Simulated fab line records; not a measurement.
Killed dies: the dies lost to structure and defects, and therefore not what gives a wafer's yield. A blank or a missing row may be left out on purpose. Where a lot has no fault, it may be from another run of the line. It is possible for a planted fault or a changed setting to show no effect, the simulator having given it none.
fab line records	flow nand_harc
[record] lots = 24	wafers = 72	last_day = 25
route steps=1159 shown A_CONTACT@940 A_BLC@985 A_M0@1006
lots that met no fault: from a run of the same line without faults
start_h: hours from the record's first day to the start of the lot's first wafer shown	wait_h: hours from the lot's prior step to this one	" identical to the entry in the row above	L1.1+2: a row that stands for several wafers	- no value, or no start given	* or withheld: withheld	< > ~ a bound
route shown NAME@n: NAME is a module with steps in the file, n the number in the route of the first one	usual: mean/standard deviation taken from wafers without a fault	same: alike in all rows	chamber/n: place in a boat	sites: each site's reading	_std_site: standard deviation of those values	_edge_site: the outer-site mean with the inner-site mean subtracted	radius_mm: for every site, how far away it sits from the centre of the wafer	mask NAME#n: copy n	behind: tool/chamber where the wafer was last shaped	hold: why the lot went on hold/how many hours it stayed there/how the hold came to an end	device: the transistor (n, p or np) that didn't switch	end of line: tests of these same wafers at the route's end	for a step that has no rows: nothing shown but its recipe	killed: dies lost to structure and defects at the first sort, not the wafer's yield	map: a wafer's dies, x killed, . not, _ none there
set.NAME: the setting as run; set.NAME@STEP: as run at that earlier step	model.NAME: the simulator's own value behind a step, which no gauge read
route steps across a sampled set of lots; one table per step, one row per wafer
services: when a tool's chamber went out of use (start_h, in hours from the record's first day, below 0 if earlier), for how many hours, and the reason
[[steps]]
[step NHARC_A_CONTACT_ETCH_89]
[recipe] target_depth_a = 2600	over_etch_frac = 0.3	time_s = 475.3	ion_energy_ev = 200	n2_flow_sccm = 150	h2_flow_sccm = 150	ar_flow_sccm = 0	rf_w = 400	bias_w = 150	chemistry = N2/H2
[usual] drypump_motor_current_A = 5.8/0.41	oes_product_au = 0.998/0.0099	rf_vpp_V = 431/3	showerhead_plenum_p_Torr = 2.05/0.11	throttle_valve_pct = 14.172/0.0095
lot.wafer	tool	chamber	start_h	wait_h	drypump_motor_current_A	oes_product_au	rf_hours_counter_h	rf_vpp_V	showerhead_plenum_p_Torr	throttle_valve_pct
L075.2	rie_diel-10	2	-	-	6.7	0.994	1	434	2.15	14.172
L075.4	"	3	"	"	5.5	0.991	2	431	2.06	14.160
L075.3	"	0	"	"	5.7	1.011	2	435	2.18	14.174
L074.1	rie_diel-10	0	-	-	5.7	1.020	2	434	2.18	14.181
L074.6	"	1	"	"	5.8	1.010	-	427	1.90	14.178
L074.5	"	2	"	"	6.7	0.991	-	434	2.15	14.177
L077.3	rie_diel-09	3	-	-	6.2	0.994	49	435	2.18	14.179
L077.4	"	2	"	"	5.6	1.015	-	432	2.05	14.180
L077.6	"	0	"	"	5.6	1.006	-	426	1.92	14.168
L076.4	rie_diel-10	3	-	-	5.5	0.989	5	432	2.06	14.166
L076.3	"	0	"	"	5.7	1.011	4	434	2.18	14.186
L076.5	"	1	"	"	5.8	1.003	-	427	1.90	14.157
L079.4	rie_diel-02	2	-	-	5.8	0.982	26	434	2.19	14.158
L079.5	"	1	"	"	5.6	0.979	-	429	2.04	14.159
L079.6	"	2	"	"	5.9	0.986	-	435	2.19	14.185
L080.2	rie_diel-02	2	-	-	5.9	0.972	28	434	2.19	14.180
L080.6	"	2	"	"	5.9	0.971	-	433	2.19	14.156
L080.5	"	3	"	"	5.6	0.989	-	426	1.91	14.175
L081.4	rie_diel-10	1	-	-	5.8	0.995	8	427	1.89	14.186
L081.1	"	2	"	"	6.8	0.988	9	434	2.15	14.177
L081.3	"	0	"	"	5.7	1.006	8	434	2.18	14.163
L078.2	rie_diel-10	1	-	-	5.8	1.001	9	427	1.89	14.181
L078.5	"	0	"	"	5.7	1.004	-	434	2.18	14.172
L078.6	"	1	"	"	5.8	0.997	-	426	1.89	14.171
L083.4	rie_diel-10	2	-	-	6.7	1.004	10	435	2.15	14.161
L083.1	"	3	"	"	5.5	0.993	9	431	2.05	14.163
L083.6	"	2	"	"	6.8	1.003	-	435	2.15	14.168
L082.2	rie_diel-09	1	-	-	5.2	0.997	0	432	2.12	14.160
L082.6	"	3	"	"	6.2	1.006	-	431	2.17	14.177
L082.5	"	1	"	"	5.2	0.989	-	433	2.12	14.180
L084.4	rie_diel-10	2	-	-	6.8	0.994	13	434	2.15	14.183
L084.5	"	0	"	"	5.7	1.009	-	432	2.17	14.176
L084.6	"	1	"	"	5.7	0.999	-	427	1.89	14.170
L088.1	rie_diel-02	1	-	-	5.6	1.000	47	431	2.03	14.161
L088.6	"	2	"	"	5.9	0.996	-	434	2.18	14.162
L088.5	"	3	"	"	5.6	1.009	-	427	1.91	14.163
L086.2	rie_diel-10	0	-	-	5.7	1.015	17	433	2.17	14.176
L086.1	"	1	"	"	5.7	1.002	17	425	1.89	14.162
L086.3	"	2	"	"	6.8	1.006	17	433	2.15	14.161
L085.3	rie_diel-02	0	-	-	5.8	0.997	48	431	2.02	14.160
L085.2	"	3	"	"	5.6	0.991	46	426	1.90	14.158
L085.5	"	0	"	"	5.8	0.991	-	430	2.02	14.158
L087.1	rie_diel-02	0	-	-	5.8	1.006	48	430	2.02	14.180
L087.4	"	1	"	"	5.6	0.991	50	430	2.03	14.153
L087.5	"	0	"	"	5.8	1.013	-	430	2.02	14.184
L090.3	rie_diel-10	3	-	-	5.4	0.993	19	431	2.05	14.176
L090.5	"	3	"	"	5.5	0.994	-	431	2.05	14.155
L090.6	"	0	"	"	5.7	1.004	-	434	2.17	14.155
L089.1	rie_diel-10	0	-	-	5.7	1.005	20	435	2.17	14.158
L089.2	"	1	"	"	5.7	1.003	20	428	1.89	14.181
L089.5	"	3	"	"	5.5	0.999	-	430	2.05	14.180
L093.4	rie_diel-02	0	-	-	5.8	1.001	60	430	2.02	14.178
L093.3	"	2	"	"	5.8	0.984	59	434	2.17	14.173
L093.6	"	3	"	"	5.6	0.984	-	427	1.90	14.164
L092.2	rie_diel-10	1	-	-	5.8	1.012	22	427	1.89	14.169
L092.3	"	3	"	"	5.5	0.993	22	430	2.05	14.188
L092.6	"	2	"	"	6.8	1.001	-	434	2.15	14.168
L091.1	rie_diel-09	2	-	-	5.6	1.002	19	432	2.04	14.184
L091.4	"	3	"	"	6.2	1.012	20	435	2.16	14.169
L091.6	"	1	"	"	5.2	0.995	-	433	2.12	14.164
L094.1	rie_diel-10	2	-	-	6.7	1.005	20	433	2.15	14.166
L094.3	"	3	"	"	5.4	1.000	25	430	2.05	14.178
L094.4	"	0	"	"	5.7	1.010	25	434	2.17	14.186
L096.1	rie_diel-09	2	-	-	5.6	1.009	26	432	2.04	14.172
L096.2	"	3	"	"	6.2	1.006	27	434	2.16	14.166
L096.5	"	1	"	"	5.2	0.984	-	433	2.11	14.166
L095.2	rie_diel-10	0	-	-	5.7	0.998	26	435	2.17	14.182
L095.4	"	1	"	"	5.7	1.004	27	426	1.89	14.172
L095.5	"	3	"	"	5.5	0.986	-	431	2.05	14.159
L097.3	rie_diel-02	1	-	-	5.6	0.980	6	430	2.02	14.180
L097.2	"	3	"	"	5.6	1.010	6	425	1.90	14.161
L097.5	"	0	"	"	5.8	0.989	-	430	2.01	14.166
[step NHARC_A_CONTACT_ETCH_92]
[recipe] target_depth_a = 400	over_etch_frac = 0.5	time_s = 85.7	ion_energy_ev = 120	ch3f_flow_sccm = 50	o2_flow_sccm = 30	ar_flow_sccm = 200	rf_w = 500	bias_w = 100	chemistry = CH3F/O2
[usual] drypump_motor_current_A = 5.8/0.39	oes_product_au = 0.932/0.022	rf_vpp_V = 244.7/1.9	showerhead_plenum_p_Torr = 2.48/0.12	throttle_valve_pct = 20.662/0.0094
lot.wafer	tool	chamber	start_h	wait_h	drypump_motor_current_A	oes_product_au	rf_hours_counter_h	rf_vpp_V	showerhead_plenum_p_Torr	throttle_valve_pct
L075.2	rie_diel-10	0	377.85	0.4	5.7	0.931	3	245.8	2.62	20.655
L075.3	"	2	"	"	6.8	0.928	3	246.6	2.59	20.662
L075.4	"	3	"	"	5.4	0.907	3	245.1	2.48	20.661
L074.1	rie_diel-09	0	379.11	0.4	5.6	0.935	45	241.4	2.32	20.670
L074.5	"	2	"	"	5.6	0.938	-	244.1	2.47	20.642
L074.6	"	3	"	"	6.2	0.935	-	246.2	2.62	20.665
L077.4	rie_diel-02	2	389.32	0.3	5.9	0.919	19	248.0	2.63	20.668
L077.3	"	3	"	"	5.6	0.925	17	244.1	2.32	20.688
L077.6	"	2	"	"	5.9	0.916	-	246.3	2.63	20.654
L076.3	rie_diel-10	2	391.57	0.3	6.7	0.920	5	247.0	2.59	20.660
L076.4	"	0	"	"	5.7	0.937	5	246.9	2.61	20.659
L076.5	"	1	"	"	5.8	0.927	-	243.2	2.30	20.655
L079.4	rie_diel-02	0	406.67	0.3	5.8	0.926	25	244.8	2.45	20.655
L079.6	"	0	"	"	5.8	0.926	-	243.8	2.45	20.658
L079.5	"	1	"	"	5.6	0.910	-	244.6	2.46	20.665
L080.2	rie_diel-10	2	410.49	0.4	6.7	0.933	8	245.4	2.58	20.669
L080.6	"	3	"	"	5.5	0.918	-	245.1	2.48	20.662
L080.5	"	0	"	"	5.7	0.936	-	245.2	2.61	20.658
L081.3	rie_diel-09	0	416.89	0.3	5.6	0.931	61	242.4	2.32	20.666
L081.1	"	2	"	"	5.6	0.927	54	244.9	2.47	20.672
L081.4	"	3	"	"	6.2	0.921	61	246.5	2.61	20.666
L078.2	rie_diel-10	0	423.95	0.4	5.7	0.928	9	246.3	2.61	20.673
L078.6	"	1	"	"	5.7	0.921	-	240.9	2.29	20.649
L078.5	"	2	"	"	6.8	0.930	-	246.3	2.58	20.654
L083.4	rie_diel-09	0	427.04	0.3	5.5	0.934	64	242.3	2.31	20.641
L083.1	"	2	"	"	5.6	0.932	56	245.5	2.47	20.679
L083.6	"	3	"	"	6.2	0.928	-	245.6	2.61	20.670
L082.2	rie_diel-10	2	443.12	0.4	6.8	0.988	13	246.3	2.58	20.670
L082.5	"	3	"	"	5.5	0.987	-	244.6	2.47	20.659
L082.6	"	0	"	"	5.7	1.002	-	246.6	2.61	20.652
L084.4	rie_diel-10	2	444.03	0.3	6.7	0.928	13	246.6	2.58	20.665
L084.6	"	3	"	"	5.5	0.917	-	245.6	2.47	20.645
L084.5	"	0	"	"	5.7	0.933	-	246.8	2.61	20.674
L088.1	rie_diel-10	3	455.90	0.4	5.5	0.920	15	245.1	2.47	20.667
L088.6	"	0	"	"	5.7	0.936	-	248.3	2.61	20.649
L088.5	"	1	"	"	5.7	0.932	-	241.4	2.29	20.649
L086.1	rie_diel-09	0	460.42	0.4	5.6	0.927	7	241.2	2.31	20.667
L086.3	"	2	"	"	5.6	0.925	6	244.7	2.46	20.654
L086.2	"	3	"	"	6.2	0.931	7	247.1	2.60	20.662
L085.3	rie_diel-10	3	463.83	0.5	5.5	0.926	17	243.4	2.47	20.660
L085.2	"	1	"	"	5.7	0.930	18	242.4	2.29	20.646
L085.5	"	1	"	"	5.8	0.916	-	241.8	2.29	20.668
L087.1	rie_diel-10	3	464.06	0.5	5.5	0.931	17	244.2	2.47	20.645
L087.5	"	1	"	"	5.8	0.937	-	241.3	2.29	20.653
L087.4	"	0	"	"	5.7	0.944	-	247.0	2.61	20.662
L090.3	rie_diel-09	3	473.06	0.3	6.2	1.014	12	245.5	2.60	20.655
L090.6	"	2	"	"	5.6	0.997	-	244.1	2.46	20.660
L090.5	"	3	"	"	6.2	1.002	-	246.7	2.60	20.672
L089.1	rie_diel-02	2	474.37	0.3	5.9	0.910	55	247.5	2.61	20.666
L089.2	"	3	"	"	5.6	0.917	53	241.8	2.30	20.659
L089.5	"	2	"	"	5.9	0.915	-	246.7	2.61	20.672
L093.3	rie_diel-02	3	490.79	0.3	5.6	0.910	58	241.4	2.30	20.662
L093.4	"	1	"	"	5.6	0.909	61	243.4	2.45	20.650
L093.6	"	2	"	"	5.9	0.910	-	246.2	2.61	20.667
L092.2	rie_diel-10	3	494.73	0.3	5.5	0.928	23	245.2	2.47	20.676
L092.3	"	0	"	"	5.7	0.931	23	246.1	2.61	20.671
L092.6	"	2	"	"	6.8	0.937	-	246.4	2.58	20.653
L091.1	rie_diel-10	1	495.86	0.4	5.7	0.924	24	241.6	2.29	20.672
L091.4	"	2	"	"	6.8	0.930	19	245.4	2.58	20.655
L091.6	"	3	"	"	5.5	0.916	-	243.6	2.47	20.664
L094.4	rie_diel-09	3	508.37	0.3	6.2	0.932	25	248.1	2.60	20.656
L094.3	"	0	"	"	5.5	0.917	24	242.6	2.30	20.672
L094.1	"	1	"	"	5.2	0.912	24	245.6	2.54	20.664
L096.1	rie_diel-09	2	518.25	0.4	5.6	0.931	26	243.9	2.46	20.678
L096.2	"	0	"	"	5.5	0.936	27	241.5	2.30	20.658
L096.5	"	2	"	"	5.6	0.934	-	244.8	2.46	20.658
L095.2	rie_diel-10	0	518.50	0.4	5.7	0.942	27	247.5	2.61	20.657
L095.4	"	1	"	"	5.7	0.939	27	240.6	2.29	20.654
L095.5	"	3	"	"	5.4	0.919	-	242.9	2.47	20.664
L097.2	rie_diel-09	3	531.69	0.4	6.2	0.925	33	246.9	2.59	20.666
L097.3	"	0	"	"	5.5	0.920	31	243.2	2.30	20.651
L097.5	"	2	"	"	5.6	0.937	-	244.3	2.45	20.679
[step NHARC_A_CONTACT_INSPECT_23]
[usual] raw_defect_count = 456/140
lot.wafer	tool	chamber	start_h	wait_h	raw_defect_count
L075.2	defect_inspect-02	-	380.52	0.1	346
L075.3	"	-	"	"	473
L075.4	"	-	"	"	446
L074.1	defect_inspect-01	-	381.72	0.1	458
L074.5	"	-	"	"	305
L074.6	"	-	"	"	300
L077.3	defect_inspect-02	-	398.70	0.1	459
L077.4	"	-	"	"	416
L077.6	"	-	"	"	476
L076.3	defect_inspect-02	-	402.27	0.1	463
L076.4	"	-	"	"	299
L076.5	"	-	"	"	295
L079.4	defect_inspect-01	-	409.57	0.1	765
L079.5	"	-	"	"	461
L079.6	"	-	"	"	310
L080.2	defect_inspect-01	-	418.23	0.1	377
L080.5	"	-	"	"	326
L080.6	"	-	"	"	362
L081.1	defect_inspect-01	-	423.03	0.1	524
L081.3	"	-	"	"	399
L081.4	"	-	"	"	377
L078.2	defect_inspect-02	-	426.57	0.1	521
L078.5	"	-	"	"	905
L078.6	"	-	"	"	646
L083.1	defect_inspect-01	-	431.81	0.1	423
L083.4	"	-	"	"	441
L083.6	"	-	"	"	378
L082.2	defect_inspect-01	-	445.81	0.1	380
L082.5	"	-	"	"	536
L082.6	"	-	"	"	797
L084.4	defect_inspect-01	-	446.65	0.1	416
L084.5	"	-	"	"	369
L084.6	"	-	"	"	364
L088.1	defect_inspect-02	-	458.83	0.1	477
L088.5	"	-	"	"	399
L088.6	"	-	"	"	476
L086.1	defect_inspect-02	-	467.63	0.1	277
L086.2	"	-	"	"	232
L086.3	"	-	"	"	371
L085.2	defect_inspect-01	-	468.36	0.1	283
L085.3	"	-	"	"	438
L085.5	"	-	"	"	272
L087.1	defect_inspect-02	-	469.11	0.1	519
L087.4	"	-	"	"	345
L087.5	"	-	"	"	628
L090.3	defect_inspect-01	-	475.75	0.1	378
L090.5	"	-	"	"	516
L090.6	"	-	"	"	412
L089.1	defect_inspect-01	-	484.56	0.1	377
L089.2	"	-	"	"	588
L089.5	"	-	"	"	579
L093.3	defect_inspect-02	-	500.94	0.1	753
L093.4	"	-	"	"	653
L093.6	"	-	"	"	391
L092.2	defect_inspect-02	-	502.75	0.1	465
L092.3	"	-	"	"	410
L092.6	"	-	"	"	411
L091.1	defect_inspect-02	-	502.94	0.1	397
L091.4	"	-	"	"	486
L091.6	"	-	"	"	324
L094.1	defect_inspect-02	-	515.02	0.1	429
L094.3	"	-	"	"	528
L094.4	"	-	"	"	682
L096.1	defect_inspect-02	-	523.30	0.1	376
L096.2	"	-	"	"	343
L096.5	"	-	"	"	279
L095.2	defect_inspect-02	-	527.09	0.1	667
L095.4	"	-	"	"	746
L095.5	"	-	"	"	687
L097.2	defect_inspect-02	-	541.55	0.1	485
L097.3	"	-	"	"	316
L097.5	"	-	"	"	352
[step NHARC_A_BLC_DEGAS_30]
[recipe] temp_c = 300	time_s = 60
[usual] heater_power_w = 484/85
lot.wafer	tool	chamber	start_h	wait_h	heater_power_w
L075.3	pvd_sputter-03	-	382.81	-	463
L075.2	"	-	"	"	530
L075.4	"	-	"	"	404
L074.1	pvd_sputter-01	-	383.92	-	475
L074.6	"	-	"	"	489
L074.5	"	-	"	"	461
L077.4	pvd_sputter-01	-	400.91	-	677
L077.3	"	-	"	"	481
L077.6	"	-	"	"	686
L076.4	pvd_sputter-01	-	404.60	-	688
L076.3	"	-	"	"	453
L076.5	"	-	"	"	441
L079.4	pvd_sputter-01	-	411.86	-	447
L079.5	"	-	"	"	478
L079.6	"	-	"	"	446
L080.2	pvd_sputter-01	-	420.51	-	447
L080.6	"	-	"	"	454
L080.5	"	-	"	"	689
L081.3	pvd_sputter-01	-	425.16	-	689
L081.4	"	-	"	"	495
L081.1	"	-	"	"	456
L078.2	pvd_sputter-01	-	428.85	-	691
L078.6	"	-	"	"	455
L078.5	"	-	"	"	450
L083.4	pvd_sputter-01	-	433.96	-	476
L083.1	"	-	"	"	455
L083.6	"	-	"	"	685
L082.2	pvd_sputter-02	-	448.10	-	419
L082.6	"	-	"	"	371
L082.5	"	-	"	"	442
L084.4	pvd_sputter-02	-	448.96	-	433
L084.6	"	-	"	"	426
L084.5	"	-	"	"	378
L088.1	pvd_sputter-02	-	461.18	-	434
L088.6	"	-	"	"	517
L088.5	"	-	"	"	422
L086.1	pvd_sputter-02	-	469.76	-	438
L086.3	"	-	"	"	532
L086.2	"	-	"	"	371
L085.2	pvd_sputter-02	-	470.79	-	512
L085.3	"	-	"	"	427
L085.5	"	-	"	"	509
L087.1	pvd_sputter-01	-	471.31	-	455
L087.4	"	-	"	"	687
L087.5	"	-	"	"	453
L090.3	pvd_sputter-01	-	478.03	-	484
L090.6	"	-	"	"	492
L090.5	"	-	"	"	448
L089.2	pvd_sputter-03	-	486.70	-	393
L089.1	"	-	"	"	499
L089.5	"	-	"	"	437
L093.3	pvd_sputter-03	-	503.09	-	546
L093.4	"	-	"	"	405
L093.6	"	-	"	"	511
L092.2	pvd_sputter-02	-	505.09	-	378
L092.3	"	-	"	"	503
L092.6	"	-	"	"	424
L091.4	pvd_sputter-01	-	505.36	-	456
L091.1	"	-	"	"	454
L091.6	"	-	"	"	454
L094.3	pvd_sputter-03	-	517.19	-	453
L094.1	"	-	"	"	545
L094.4	"	-	"	"	396
L096.2	pvd_sputter-02	-	526.11	-	370
L096.1	"	-	"	"	426
L096.5	"	-	"	"	442
L095.2	pvd_sputter-01	-	529.41	-	655
L095.4	"	-	"	"	492
L095.5	"	-	"	"	466
L097.2	pvd_sputter-02	-	543.83	-	515
L097.3	"	-	"	"	421
L097.5	"	-	"	"	441
[step NHARC_A_M0_INSPECT_11]
[usual] raw_defect_count = 30/15
lot.wafer	tool	chamber	start_h	wait_h	raw_defect_count
L075.2	defect_inspect-01	-	395.60	0.0	27
L075.3	"	-	"	"	39
L075.4	"	-	"	"	27
L074.1	defect_inspect-01	-	398.92	0.0	30
L074.5	"	-	"	"	13
L074.6	"	-	"	"	20
L077.3	defect_inspect-02	-	404.78	0.0	11
L077.4	"	-	"	"	8
L077.6	"	-	"	"	11
L076.3	defect_inspect-01	-	407.00	0.0	30
L076.4	"	-	"	"	19
L076.5	"	-	"	"	19
L079.4	defect_inspect-02	-	418.78	0.0	8
L079.5	"	-	"	"	10
L079.6	"	-	"	"	6
L080.2	defect_inspect-02	-	424.46	0.0	29
L080.5	"	-	"	"	17
L080.6	"	-	"	"	12
L081.1	defect_inspect-01	-	427.72	0.0	23
L081.3	"	-	"	"	25
L081.4	"	-	"	"	24
L078.2	defect_inspect-02	-	433.06	0.0	39
L078.5	"	-	"	"	31
L078.6	"	-	"	"	28
L083.1	defect_inspect-01	-	441.78	0.0	24
L083.4	"	-	"	"	29
L083.6	"	-	"	"	25
L082.2	defect_inspect-02	-	453.25	0.0	20
L082.5	"	-	"	"	21
L082.6	"	-	"	"	15
L084.4	defect_inspect-02	-	453.73	0.0	35
L084.5	"	-	"	"	49
L084.6	"	-	"	"	39
L088.1	defect_inspect-02	-	467.85	0.0	34
L088.5	"	-	"	"	29
L088.6	"	-	"	"	30
L086.1	defect_inspect-02	-	474.52	0.0	17
L086.2	"	-	"	"	15
L086.3	"	-	"	"	18
L085.2	defect_inspect-02	-	475.14	0.0	27
L085.3	"	-	"	"	28
L085.5	"	-	"	"	29
L087.1	defect_inspect-01	-	475.46	0.0	41
L087.4	"	-	"	"	31
L087.5	"	-	"	"	32
L090.3	defect_inspect-01	-	480.50	0.0	39
L090.5	"	-	"	"	30
L090.6	"	-	"	"	33
L089.1	defect_inspect-02	-	493.25	0.0	37
L089.2	"	-	"	"	48
L089.5	"	-	"	"	39
L093.3	defect_inspect-02	-	505.43	0.0	17
L093.4	"	-	"	"	19
L093.6	"	-	"	"	12
L092.2	defect_inspect-02	-	510.48	0.0	23
L092.3	"	-	"	"	25
L092.6	"	-	"	"	22
L091.1	defect_inspect-02	-	511.17	0.0	58
L091.4	"	-	"	"	51
L091.6	"	-	"	"	41
L094.1	defect_inspect-02	-	523.81	0.0	59
L094.3	"	-	"	"	71
L094.4	"	-	"	"	64
L096.1	defect_inspect-01	-	531.78	0.0	21
L096.2	"	-	"	"	27
L096.5	"	-	"	"	15
L095.2	defect_inspect-01	-	541.76	0.0	41
L095.4	"	-	"	"	49
L095.5	"	-	"	"	56
L097.2	defect_inspect-01	-	551.71	0.0	48
L097.3	"	-	"	"	63
L097.5	"	-	"	"	47
[step NHARC_A_M0_PRE_CLEAN_29]
[recipe] time_s = 30	temp_c = 280	gas = H2/He
[usual] heater_power_w = 420/62
lot.wafer	tool	chamber	start_h	wait_h	heater_power_w
L075.3	pvd_sputter-01	-	-	-	414
L075.2	"	-	"	"	402
L075.4	"	-	"	"	406
L074.1	pvd_sputter-03	-	-	-	474
L074.6	"	-	"	"	401
L074.5	"	-	"	"	430
L077.3	pvd_sputter-02	-	-	-	362
L077.4	"	-	"	"	379
L077.6	"	-	"	"	438
L076.3	pvd_sputter-03	-	-	-	362
L076.4	"	-	"	"	400
L076.5	"	-	"	"	367
L079.4	pvd_sputter-03	-	-	-	403
L079.5	"	-	"	"	482
L079.6	"	-	"	"	362
L080.2	pvd_sputter-03	-	-	-	350
L080.6	"	-	"	"	463
L080.5	"	-	"	"	356
L081.1	pvd_sputter-02	-	-	-	461
L081.3	"	-	"	"	361
L081.4	"	-	"	"	330
L078.2	pvd_sputter-02	-	-	-	374
L078.6	"	-	"	"	379
L078.5	"	-	"	"	459
L083.4	pvd_sputter-03	-	-	-	356
L083.1	"	-	"	"	406
L083.6	"	-	"	"	471
L082.2	pvd_sputter-01	-	-	-	418
L082.5	"	-	"	"	403
L082.6	"	-	"	"	400
L084.4	pvd_sputter-03	-	-	-	460
L084.5	"	-	"	"	394
L084.6	"	-	"	"	435
L088.1	pvd_sputter-03	-	-	-	362
L088.5	"	-	"	"	358
L088.6	"	-	"	"	389
L086.1	pvd_sputter-01	-	-	-	422
L086.2	"	-	"	"	390
L086.3	"	-	"	"	603
L085.3	pvd_sputter-01	-	-	-	402
L085.2	"	-	"	"	422
L085.5	"	-	"	"	402
L087.1	pvd_sputter-01	-	-	-	399
L087.4	"	-	"	"	599
L087.5	"	-	"	"	421
L090.3	pvd_sputter-02	-	-	-	361
L090.5	"	-	"	"	365
L090.6	"	-	"	"	324
L089.2	pvd_sputter-01	-	-	-	421
L089.1	"	-	"	"	402
L089.5	"	-	"	"	609
L093.3	pvd_sputter-03	-	-	-	483
L093.4	"	-	"	"	396
L093.6	"	-	"	"	438
L092.3	pvd_sputter-02	-	-	-	451
L092.2	"	-	"	"	381
L092.6	"	-	"	"	366
L091.4	pvd_sputter-03	-	-	-	479
L091.1	"	-	"	"	380
L091.6	"	-	"	"	473
L094.1	pvd_sputter-03	-	-	-	481
L094.3	"	-	"	"	390
L094.4	"	-	"	"	439
L096.2	pvd_sputter-01	-	-	-	402
L096.1	"	-	"	"	414
L096.5	"	-	"	"	384
L095.4	pvd_sputter-03	-	-	-	358
L095.2	"	-	"	"	447
L095.5	"	-	"	"	348
L097.3	pvd_sputter-01	-	-	-	399
L097.2	"	-	"	"	419
L097.5	"	-	"	"	389
[[services]]
tool	chamber	start_h	hours	kind
rie_diel-10	-	353.58	9.0	pm
rie_diel-10	0	353.58	9.0	vent_cycle
rie_diel-10	1	353.58	9.0	vent_cycle
rie_diel-10	2	353.58	9.0	vent_cycle
rie_diel-10	3	353.58	9.0	vent_cycle
rie_diel-10	0	362.58	-	clean
rie_diel-02	1	377.35	2.2	repair
pvd_sputter-02	-	392.00	10.0	pm
rie_diel-09	2	401.69	12.6	repair
rie_diel-09	2	428.25	14.1	repair
rie_diel-09	-	431.26	9.0	pm
rie_diel-09	3	453.44	1.9	repair
rie_diel-09	-	461.79	0.3	repair
rie_diel-10	2	462.02	18.7	repair
pvd_sputter-01	-	464.32	6.8	repair
pvd_sputter-03	-	469.78	10.0	pm
pvd_sputter-03	-	492.24	10.0	repair
rie_diel-02	-	505.18	9.0	pm
pvd_sputter-03	-	508.54	2.2	repair
pvd_sputter-01	-	514.00	10.0	pm
pvd_sputter-02	-	516.52	2.5	repair
rie_diel-10	-	530.58	9.0	pm
pvd_sputter-03	-	535.15	3.3	repair
rie_diel-10	-	541.71	0.2	repair
[[key]]
fault none
